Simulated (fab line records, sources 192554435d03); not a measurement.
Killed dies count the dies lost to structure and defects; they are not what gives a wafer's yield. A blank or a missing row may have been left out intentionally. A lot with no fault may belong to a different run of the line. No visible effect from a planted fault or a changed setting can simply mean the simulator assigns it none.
Matching of chambers -- flow n5 finfet -- N5_BEOL_M5_DESCUM_33 on rie diel-01: 4 sister chambers
The step chemistry O2, time 7 s. 14 wafers are shown with their chamber, then 7 later ones without.

WAFERS WITH THEIR CHAMBER
wafer,chamber,drypump motor current A (A),throttle valve pct (%),showerhead plenum p Torr (Torr)
L074.1,3,6.2,20.48,2.02
L074.3,0,6.3,20.03,2.05
L074.6,3,6.2,20.49,2.02
L079.3,1,5.4,20.13,1.98
L079.5,3,6.2,20.51,2.02
L079.6,2,5.9,20.59,2.11
L077.2,0,6.4,20.05,2.05
L077.5,2,5.9,20.58,2.10
L077.6,0,6.3,20.05,2.05
L083.1,0,6.3,20.05,2.05
L083.2,3,6.2,20.49,2.02
L083.4,1,5.4,20.14,1.97
L087.2,1,5.4,20.16,1.97
L087.4,2,5.9,20.61,2.10

SIGNATURES, as means of the wafers listed above
reading,chamber 0,chamber 1,chamber 2,chamber 3,scatter within a chamber
drypump motor current A,6.325,5.400,5.900,6.200,0.0274
throttle valve pct,20.0450,20.1433,20.5933,20.4925,0.0131
showerhead plenum p Torr,2.0500,1.9733,2.1033,2.0200,0.00365
Rule: for a wafer and a chamber, the distance is found by dividing, reading by reading, the gap between the wafer's reading and the chamber's mean by the reading's scatter, squaring, summing and taking the root. The wafer belongs to the nearest chamber; if the next one is less than 2 further off, it can't be placed. How the scatter is found: for the shown wafers, subtract from each reading the mean of its chamber, square and add these, divide the total by (wafers less chambers), then take the root.

WAFERS WITH NO CHAMBER GIVEN
wafer,drypump motor current A (A),throttle valve pct (%),showerhead plenum p Torr (Torr)
L087.6,6.4,20.05,2.04
L089.1,5.9,20.61,2.10
L089.3,5.5,20.18,1.97
L089.6,5.5,20.16,1.97
L093.3,5.4,20.19,1.96
L093.4,6.2,20.52,2.01
L093.5,6.3,20.06,2.04

WHICH CHAMBER EACH ONE RAN IN
wafer,from the rows above,in truth
L087.6,0,0
L089.1,2,2
L089.3,1,1
L089.6,1,1
L093.3,1,1
L093.4,3,3
L093.5,0,0
Placed correctly: 7 of 7. Not placeable from these rows: 0. 0 placed wrongly.
